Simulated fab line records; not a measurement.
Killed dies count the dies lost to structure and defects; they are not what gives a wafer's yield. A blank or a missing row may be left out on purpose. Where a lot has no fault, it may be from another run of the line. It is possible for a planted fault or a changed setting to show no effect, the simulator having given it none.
Which tool did it? -- flow n5 finfet -- 12 lots with 36 wafers sampled at 2 steps, on a route of 1938 steps

== WHAT EACH GAUGE READ, for each wafer ==
N5_BEOL_M2_INSPECT_13: inspects for defects (brightfield).
lot,measured,on,raw defect count
L075,day 7 01:29,defect inspect-02,527 464 348
L076,day 7 13:52,defect inspect-01,317 287 323
L079,day 7 17:31,defect inspect-02,454 443 420
L081,day 8 05:28,defect inspect-02,418 465 321
L083,day 8 18:37,defect inspect-01,409 323 346
L085,day 9 10:44,defect inspect-01,355 336 439
L088,day 10 09:11,defect inspect-02,501 421 359
L089,day 10 14:37,defect inspect-02,333 349 392
L091,day 11 05:29,defect inspect-02,344 394 429
L093,day 11 21:29,defect inspect-01,627 416 609
L094,day 12 04:40,defect inspect-01,289 348 376
L097,day 12 11:25,defect inspect-02,389 465 447

== WHICH TOOL RAN EACH LOT (tool, then ch and the chambers of the sampled wafers, then the start) ==
lot,N5_BEOL_M1_SPUTTER_96
L075,"pvd sputter-01, day 6 23:02"
L076,"pvd sputter-03, day 7 10:22"
L079,"pvd sputter-03, day 7 15:07"
L081,"pvd sputter-01, day 8 02:55"
L083,"pvd sputter-02, day 8 16:51"
L085,"pvd sputter-02, day 9 06:43"
L088,"pvd sputter-01, day 10 06:17"
L089,"pvd sputter-01, day 10 11:41"
L091,"pvd sputter-01, day 10 23:32"
L093,"pvd sputter-03, day 11 18:48"
L094,"pvd sputter-01, day 11 23:54"
L097,"pvd sputter-01, day 12 08:11"
- N5_BEOL_M1_SPUTTER_96: material Cu, target thk 4.5 nm, time 8.29 s.

== THE ANSWER, worked out from the rows above alone ==
Rule: the usual values come from the lots themselves. The widest of any qualifying gaps counts: lots, ordered by their means at a reading, are off when they make up no more than a third of the lots, leave a main group of 4 or more, and stand apart from it by 3 or more times the standard deviation of that group's means. If all means in a main group match to the digits the tables above print for the reading, that group is not used. A lot without any number at a reading at which 4 lots or more have one is off too. All remaining lots with rows at the step are treated as sound.
Across all readings shown, no lot is off: no conclusion can be drawn from this.

== WHAT THE SIMULATOR PUT IN ==
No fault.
